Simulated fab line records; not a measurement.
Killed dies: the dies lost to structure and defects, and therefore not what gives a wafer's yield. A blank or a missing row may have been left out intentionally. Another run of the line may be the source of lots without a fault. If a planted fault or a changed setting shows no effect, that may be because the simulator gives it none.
Split-lot experiment    flow n5Finfet    route with 1938 steps; 7 lots, 39 wafers read

ON THE SPLIT
At N5_BEOL_M3_TRENCH_ETCH_37 (etches SiOC in C4F6/O2, target depth 55.555 nm, time 29.2 s), the setting targetDepthA was moved away from the recipe's 555.55 angstrom on 15 of the 39 wafers read, by -47.3% to +57.2%. For the rest of the wafers, this setting stayed at what the recipe calls for.

FROM THE SPLIT TO THE READING: what the file shows between them, 2 steps
- N5_BEOL_M3_ETCH_41: etches SiCN in CH3F/O2, target depth 29.9 nm, time 52.5 s
- N5_BEOL_M3_STRIP_97: strips in N2/H2, time 10 s

THE READING
trenchDepthNm, in nm, at N5_BEOL_M3_OCD_MEAS_38. Typical for fault-free wafers on this fab line: 55.7 nm, with standard deviation 1 nm.

wafer   tool, chamber at the split  targetDepthA as run, angstrom  against the recipe  trenchDepthNm, nm  against lot-mates on the recipe
L074.3  rieDiel-02, 3               555.55                         recipe              55.8               -
L074.5  rieDiel-02, 3               555.55                         recipe              55.2               -
L074.6  rieDiel-02, 1               555.55                         recipe              53.4               -
L075.1  rieDiel-05, 3               679.7                          +22.3%              66.7               +11.0
L075.2  rieDiel-05, 2               555.55                         recipe              55.5               -
L075.3  rieDiel-05, 1               679.7                          +22.3%              68.8               +13.1
L075.4  rieDiel-05, 0               555.55                         recipe              55.7               -
L075.5  rieDiel-05, 1               555.55                         recipe              55.9               -
L075.6  rieDiel-05, 2               679.7                          +22.3%              68.1               +12.4
L081.1  rieDiel-05, 3               555.55                         recipe              54.5               -
L081.2  rieDiel-05, 2               555.55                         recipe              56.6               -
L081.3  rieDiel-05, 0               555.55                         recipe              55.0               -
L081.4  rieDiel-05, 0               555.55                         recipe              55.2               -
L081.5  rieDiel-05, 2               555.55                         recipe              56.0               -
L081.6  rieDiel-05, 3               555.55                         recipe              54.9               -
L080.1  rieDiel-04, 1               309.4                          -44.3%              31.7               -25.9
L080.2  rieDiel-04, 0               555.55                         recipe              57.4               -
L080.3  rieDiel-04, 3               309.4                          -44.3%              31.5               -26.1
L080.4  rieDiel-04, 2               555.55                         recipe              57.3               -
L080.5  rieDiel-04, 3               309.4                          -44.3%              31.9               -25.7
L080.6  rieDiel-04, 2               555.55                         recipe              58.0               -
L088.1  rieDiel-05, 0               555.55                         recipe              55.6               -
L088.2  rieDiel-05, 1               293                            -47.3%              30.3               -24.8
L088.3  rieDiel-05, 3               555.55                         recipe              54.3               -
L088.4  rieDiel-05, 2               293                            -47.3%              29.1               -26.0
L088.5  rieDiel-05, 0               555.55                         recipe              55.4               -
L088.6  rieDiel-05, 3               293                            -47.3%              28.2               -26.9
L093.1  rieDiel-04, 0               555.55                         recipe              55.6               -
L093.2  rieDiel-04, 3               873.4                          +57.2%              87.2               +31.4
L093.3  rieDiel-04, 2               873.4                          +57.2%              89.1               +33.3
L093.4  rieDiel-04, 1               555.55                         recipe              55.5               -
L093.5  rieDiel-04, 3               555.55                         recipe              56.4               -
L093.6  rieDiel-04, 2               873.4                          +57.2%              89.9               +34.1
L094.1  rieDiel-05, 1               425.2                          -23.5%              43.1               -12.5
L094.2  rieDiel-05, 2               555.55                         recipe              55.9               -
L094.3  rieDiel-05, 3               425.2                          -23.5%              41.4               -14.2
L094.4  rieDiel-05, 0               555.55                         recipe              56.1               -
L094.5  rieDiel-05, 3               425.2                          -23.5%              41.8               -13.8
L094.6  rieDiel-05, 0               555.55                         recipe              54.8               -

THE FIT
A straight line over all 39 wafers: trenchDepthNm changes by +0.563 nm for each +1% of targetDepthA; r = +1.00; the points scatter about the line by 1 nm.
The same after taking each lot's own level away (the mean of its wafers on the recipe; 39 wafers): +0.568 nm for each +1%; r = +1.00; scatter 0.81 nm.
That fit puts the effect of the largest move of targetDepthA on the reading at 33 nm.
Measured against the standard deviation above, the lots' own levels, which go from 54.80 to 57.57 nm, span 2.8 times it.
The two slopes are in agreement: the lot-to-lot level therefore moves the slope only a little.
Check: with one of the wafers moved furthest among these (+57.2%) left out of the fit, the line predicts +32.7 nm for it against its lot-mates. Against them it came out at +31.4 nm.

ADDITIONAL SPLITS CARRIED BY THESE WAFERS
Note: prior to the reading, these wafers also went through further splits. Each is held against what the fit with the lots' levels taken away leaves over:
other split on the same wafers          wafers away from the commonest value  r with trenchDepthNm (lot level and that fit taken away)
N5_BEOL_M1_TRENCH_ETCH_37 targetDepthA  15                                    -0.08

THE WHOLE CHAIN: every reading that the file lists as answering this split, in the file's order
step                       what it does                                                 reading                                                                          change (the file's fit)                 r (the file's)
N5_BEOL_M3_TRENCH_ETCH_37  etches SiOC in C4F6/O2, target depth 55.555 nm, time 29.2 s  etch.depthNm (the simulator's own value, which no gauge read)                    +0.566 nm for each +1% of the setting   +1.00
N5_BEOL_M3_TRENCH_ETCH_37  etches SiOC in C4F6/O2, target depth 55.555 nm, time 29.2 s  BEOL_M3.featureDepthNm (the simulator's own value, which no gauge read)          +0.566 nm for each +1% of the setting   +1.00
N5_BEOL_M3_TRENCH_ETCH_37  etches SiOC in C4F6/O2, target depth 55.555 nm, time 29.2 s  TiN_of_BEOL_M3_HM_DEP_02.thkNm (the simulator's own value, which no gauge read)  -0.0247 nm for each +1% of the setting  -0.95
N5_BEOL_M3_OCD_MEAS_38                                                                  trenchDepthNm                                                                    +0.568 nm for each +1% of the setting   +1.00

THE FILE'S OWN FIT
trenchDepthNm changes by +0.568 nm for each +1% of targetDepthA, r = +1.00.
